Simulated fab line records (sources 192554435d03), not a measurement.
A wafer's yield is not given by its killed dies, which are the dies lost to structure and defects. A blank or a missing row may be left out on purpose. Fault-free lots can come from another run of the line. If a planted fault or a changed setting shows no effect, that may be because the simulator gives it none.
Split-lot study || flow n5_finfet || route with 1938 steps; 7 lots, 39 wafers read

== ON THE SPLIT ==
At N5_DUMMY_GATE_EXPOSE_12 (exposes mask GATE, target cd 25 nm), the setting dose_mj was moved away from the recipe's 34 on 15 of the 39 wafers read, by -6.6% to +6.2%. For the rest of the wafers, this setting stayed at what the recipe calls for.

== FROM THE SPLIT TO THE READING: what the file shows between them, 2 steps ==
- N5_DUMMY_GATE_PEB_13: peb time 60 s
- N5_DUMMY_GATE_DEVELOP_14: develop time 30 s

== THE READING ==
At N5_DUMMY_GATE_CD_MEAS_15: cd_nm in nanometres, against a target cd of 25.8 nm. On this fab line, fault-free wafers typically give 25.00 nm with a standard deviation of 0.23 nm.

{"wafer": "L076.1", "tool, chamber at the split": "euv_scanner-01, 0", "dose_mj as run": 34, "against the recipe": "recipe", "cd_nm, nm": 24.98, "against lot-mates on the recipe": "-"}
{"wafer": "L076.2", "tool, chamber at the split": "euv_scanner-01, 0", "dose_mj as run": 34, "against the recipe": "recipe", "cd_nm, nm": 24.85, "against lot-mates on the recipe": "-"}
{"wafer": "L076.3", "tool, chamber at the split": "euv_scanner-01, 0", "dose_mj as run": 34, "against the recipe": "recipe", "cd_nm, nm": 25.25, "against lot-mates on the recipe": "-"}
{"wafer": "L076.4", "tool, chamber at the split": "euv_scanner-01, 0", "dose_mj as run": 33.31, "against the recipe": "-2.0%", "cd_nm, nm": 25.37, "against lot-mates on the recipe": "+0.34"}
{"wafer": "L076.5", "tool, chamber at the split": "euv_scanner-01, 0", "dose_mj as run": 33.31, "against the recipe": "-2.0%", "cd_nm, nm": 25.41, "against lot-mates on the recipe": "+0.38"}
{"wafer": "L076.6", "tool, chamber at the split": "euv_scanner-01, 0", "dose_mj as run": 33.31, "against the recipe": "-2.0%", "cd_nm, nm": 24.76, "against lot-mates on the recipe": -0.27}
{"wafer": "L078.1", "tool, chamber at the split": "euv_scanner-01, 0", "dose_mj as run": 34, "against the recipe": "recipe", "cd_nm, nm": 25.27, "against lot-mates on the recipe": "-"}
{"wafer": "L078.2", "tool, chamber at the split": "euv_scanner-01, 0", "dose_mj as run": 32.46, "against the recipe": "-4.5%", "cd_nm, nm": 26.28, "against lot-mates on the recipe": "+1.08"}
{"wafer": "L078.3", "tool, chamber at the split": "euv_scanner-01, 0", "dose_mj as run": 34, "against the recipe": "recipe", "cd_nm, nm": 25.06, "against lot-mates on the recipe": "-"}
{"wafer": "L078.4", "tool, chamber at the split": "euv_scanner-01, 0", "dose_mj as run": 32.46, "against the recipe": "-4.5%", "cd_nm, nm": 26.14, "against lot-mates on the recipe": "+0.94"}
{"wafer": "L078.5", "tool, chamber at the split": "euv_scanner-01, 0", "dose_mj as run": 34, "against the recipe": "recipe", "cd_nm, nm": 25.27, "against lot-mates on the recipe": "-"}
{"wafer": "L078.6", "tool, chamber at the split": "euv_scanner-01, 0", "dose_mj as run": 32.46, "against the recipe": "-4.5%", "cd_nm, nm": 26.04, "against lot-mates on the recipe": "+0.84"}
{"wafer": "L079.1", "tool, chamber at the split": "euv_scanner-01, 0", "dose_mj as run": 34, "against the recipe": "recipe", "cd_nm, nm": 25.35, "against lot-mates on the recipe": "-"}
{"wafer": "L079.2", "tool, chamber at the split": "euv_scanner-01, 0", "dose_mj as run": 34, "against the recipe": "recipe", "cd_nm, nm": 25.09, "against lot-mates on the recipe": "-"}
{"wafer": "L079.3", "tool, chamber at the split": "euv_scanner-01, 0", "dose_mj as run": 34, "against the recipe": "recipe", "cd_nm, nm": 25.00, "against lot-mates on the recipe": "-"}
{"wafer": "L079.4", "tool, chamber at the split": "euv_scanner-01, 0", "dose_mj as run": 34, "against the recipe": "recipe", "cd_nm, nm": 25.25, "against lot-mates on the recipe": "-"}
{"wafer": "L079.5", "tool, chamber at the split": "euv_scanner-01, 0", "dose_mj as run": 34, "against the recipe": "recipe", "cd_nm, nm": 24.51, "against lot-mates on the recipe": "-"}
{"wafer": "L079.6", "tool, chamber at the split": "euv_scanner-01, 0", "dose_mj as run": 34, "against the recipe": "recipe", "cd_nm, nm": 24.93, "against lot-mates on the recipe": "-"}
{"wafer": "L080.2", "tool, chamber at the split": "euv_scanner-02, 0", "dose_mj as run": 34, "against the recipe": "recipe", "cd_nm, nm": 25.02, "against lot-mates on the recipe": "-"}
{"wafer": "L080.5", "tool, chamber at the split": "euv_scanner-02, 0", "dose_mj as run": 34, "against the recipe": "recipe", "cd_nm, nm": 25.27, "against lot-mates on the recipe": "-"}
{"wafer": "L080.6", "tool, chamber at the split": "euv_scanner-02, 0", "dose_mj as run": 34, "against the recipe": "recipe", "cd_nm, nm": 25.10, "against lot-mates on the recipe": "-"}
{"wafer": "L090.1", "tool, chamber at the split": "euv_scanner-02, 0", "dose_mj as run": 31.76, "against the recipe": "-6.6%", "cd_nm, nm": 26.41, "against lot-mates on the recipe": "+1.29"}
{"wafer": "L090.2", "tool, chamber at the split": "euv_scanner-02, 0", "dose_mj as run": 31.76, "against the recipe": "-6.6%", "cd_nm, nm": 26.34, "against lot-mates on the recipe": "+1.22"}
{"wafer": "L090.3", "tool, chamber at the split": "euv_scanner-02, 0", "dose_mj as run": 34, "against the recipe": "recipe", "cd_nm, nm": 25.24, "against lot-mates on the recipe": "-"}
{"wafer": "L090.4", "tool, chamber at the split": "euv_scanner-02, 0", "dose_mj as run": 34, "against the recipe": "recipe", "cd_nm, nm": 24.98, "against lot-mates on the recipe": "-"}
{"wafer": "L090.5", "tool, chamber at the split": "euv_scanner-02, 0", "dose_mj as run": 34, "against the recipe": "recipe", "cd_nm, nm": 25.14, "against lot-mates on the recipe": "-"}
{"wafer": "L090.6", "tool, chamber at the split": "euv_scanner-02, 0", "dose_mj as run": 31.76, "against the recipe": "-6.6%", "cd_nm, nm": 26.28, "against lot-mates on the recipe": "+1.16"}
{"wafer": "L094.1", "tool, chamber at the split": "euv_scanner-01, 0", "dose_mj as run": 36.11, "against the recipe": "+6.2%", "cd_nm, nm": 23.72, "against lot-mates on the recipe": -1.35}
{"wafer": "L094.2", "tool, chamber at the split": "euv_scanner-01, 0", "dose_mj as run": 36.11, "against the recipe": "+6.2%", "cd_nm, nm": 24.20, "against lot-mates on the recipe": -0.87}
{"wafer": "L094.3", "tool, chamber at the split": "euv_scanner-01, 0", "dose_mj as run": 34, "against the recipe": "recipe", "cd_nm, nm": 24.84, "against lot-mates on the recipe": "-"}
{"wafer": "L094.4", "tool, chamber at the split": "euv_scanner-01, 0", "dose_mj as run": 36.11, "against the recipe": "+6.2%", "cd_nm, nm": 24.15, "against lot-mates on the recipe": -0.92}
{"wafer": "L094.5", "tool, chamber at the split": "euv_scanner-01, 0", "dose_mj as run": 34, "against the recipe": "recipe", "cd_nm, nm": 25.25, "against lot-mates on the recipe": "-"}
{"wafer": "L094.6", "tool, chamber at the split": "euv_scanner-01, 0", "dose_mj as run": 34, "against the recipe": "recipe", "cd_nm, nm": 25.12, "against lot-mates on the recipe": "-"}
{"wafer": "L097.1", "tool, chamber at the split": "euv_scanner-01, 0", "dose_mj as run": 34, "against the recipe": "recipe", "cd_nm, nm": 25.18, "against lot-mates on the recipe": "-"}
{"wafer": "L097.2", "tool, chamber at the split": "euv_scanner-01, 0", "dose_mj as run": 31.87, "against the recipe": "-6.3%", "cd_nm, nm": 26.38, "against lot-mates on the recipe": "+1.40"}
{"wafer": "L097.3", "tool, chamber at the split": "euv_scanner-01, 0", "dose_mj as run": 31.87, "against the recipe": "-6.3%", "cd_nm, nm": 26.20, "against lot-mates on the recipe": "+1.22"}
{"wafer": "L097.4", "tool, chamber at the split": "euv_scanner-01, 0", "dose_mj as run": 34, "against the recipe": "recipe", "cd_nm, nm": 24.91, "against lot-mates on the recipe": "-"}
{"wafer": "L097.5", "tool, chamber at the split": "euv_scanner-01, 0", "dose_mj as run": 34, "against the recipe": "recipe", "cd_nm, nm": 24.86, "against lot-mates on the recipe": "-"}
{"wafer": "L097.6", "tool, chamber at the split": "euv_scanner-01, 0", "dose_mj as run": 31.87, "against the recipe": "-6.3%", "cd_nm, nm": 26.06, "against lot-mates on the recipe": "+1.08"}

FIT RESULTS
A straight line over all 39 wafers: cd_nm changes by -0.186 nm for each +1% of dose_mj; r = -0.94; the points scatter about the line by 0.22 nm.
The same after taking each lot's own level away (the mean of its wafers on the recipe; 39 wafers): -0.184 nm for each +1%; r = -0.95; scatter 0.2 nm.
On that fit, the largest move of dose_mj shifts the reading by 1.2 nm.
The lots' own levels span 24.983 to 25.200 nm, that is 0.9 times the standard deviation above.
So the lot-to-lot level changes the slope little: the two slopes agree.
Check: +1.21 nm against its lot-mates is what the line predicts for one of the wafers moved furthest among these (-6.6%) when that wafer is left out of the fit. Against them it came out at +1.29 nm.

== THE OTHER SPLITS THESE WAFERS WENT THROUGH ==
Before the reading, these wafers also passed through other splits. Each is held against what the fit with the lots' levels taken away leaves over:
{"other split on the same wafers": "N5_FIN_SAQP_HM_DEP_03 time_s", "wafers away from the commonest value": 9, "r with cd_nm (lot level and that fit taken away)": -0.08}
{"other split on the same wafers": "N5_FIN_SAQP_MANDREL_ETCH_58 bias_w", "wafers away from the commonest value": 9, "r with cd_nm (lot level and that fit taken away)": "+0.07"}

== THE WHOLE CHAIN: every reading that the file lists as answering this split, in the file's order ==
{"step": "N5_DUMMY_GATE_CD_MEAS_15", "what it does": "target cd 25.8 nm", "reading": "cd_nm", "change (the file's fit)": "-0.184 nm for each +1% of the setting", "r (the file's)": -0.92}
{"step": "N5_DUMMY_GATE_TRIM_49", "what it does": "chemistry O2, time 29 s, target cd 14 nm", "reading": "DUMMY_GATE.cd_nm (the simulator's own value, which no gauge read)", "change (the file's fit)": "-0.172 nm for each +1% of the setting", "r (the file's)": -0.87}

== FILE'S OWN FIT ==
cd_nm changes by -0.184 nm for each +1% of dose_mj, r = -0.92.
